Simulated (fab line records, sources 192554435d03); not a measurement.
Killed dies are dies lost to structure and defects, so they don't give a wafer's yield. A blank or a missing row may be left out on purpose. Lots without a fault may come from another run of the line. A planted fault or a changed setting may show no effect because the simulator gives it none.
One fault seen from 2 desks | flow n5_finfet | each desk has only its own numbers; what lay behind them comes last

THE TOOL OWNER'S DESK: pvd_sputter-03
The tool's own readings at N5_BEOL_M15_SPUTTER_45 (material Cu, target thk 100 nm, time 16.67 s): means of the sampled wafers that have a number, for each lot that ran on this tool. A lot is out of limits, marked OUT, if its mean lies more than 4 standard deviations from the usual mean; the brackets give that distance.
Columns: A = chuck_gas_flow_sccm at N5_BEOL_M15_SPUTTER_45, usual 1.26 sccm; B = susceptor_temp_C at N5_BEOL_M15_SPUTTER_45, usual -19.99 C; C = throttle_valve_pct at N5_BEOL_M15_SPUTTER_45, usual 29.5 %
lot  | first seen here | A    | B      | C
L889 | day 14 18:11    | 1.26 | -19.96 | 29.2
L887 | day 15 01:09    | 1.26 | -20.00 | 29.2
L890 | day 15 02:40    | 1.28 | -20.19 | 29.2
L895 | day 16 04:52    | 1.24 | -19.92 | 29.2
This desk's finding: nothing out of limits on any of the 4 lots.

THE DEFECT DESK
What the inspections along the route counted, lot by lot: means of the sampled wafers that have a number. A lot is out of limits, marked OUT, if its mean lies more than 4 standard deviations from the usual mean; the brackets give that distance.
Columns: A = raw_defect_count at N5_PASSIVATION_INSPECT_64, usual 2.1
lot  | first seen here | A
L882 | day 13 04:37    | 2.7
L888 | day 14 18:06    | 1.7
L886 | day 14 22:16    | 2.0
L889 | day 15 04:10    | 1.3
L887 | day 15 12:16    | 1.0
L890 | day 15 13:23    | 1.7
L891 | day 15 19:00    | 2.0
L893 | day 16 13:44    | 2.0
L895 | day 16 19:54    | 2.0
L901 | day 17 10:05    | 2.0
L900 | day 18 04:04    | 2.3
This desk's finding: nothing out of limits on any of the 11 lots.

PUT TOGETHER
The tool owner's desk saw nothing out of limits.
The defect desk saw nothing out of limits.

WHAT THE SIMULATOR HAD PUT IN
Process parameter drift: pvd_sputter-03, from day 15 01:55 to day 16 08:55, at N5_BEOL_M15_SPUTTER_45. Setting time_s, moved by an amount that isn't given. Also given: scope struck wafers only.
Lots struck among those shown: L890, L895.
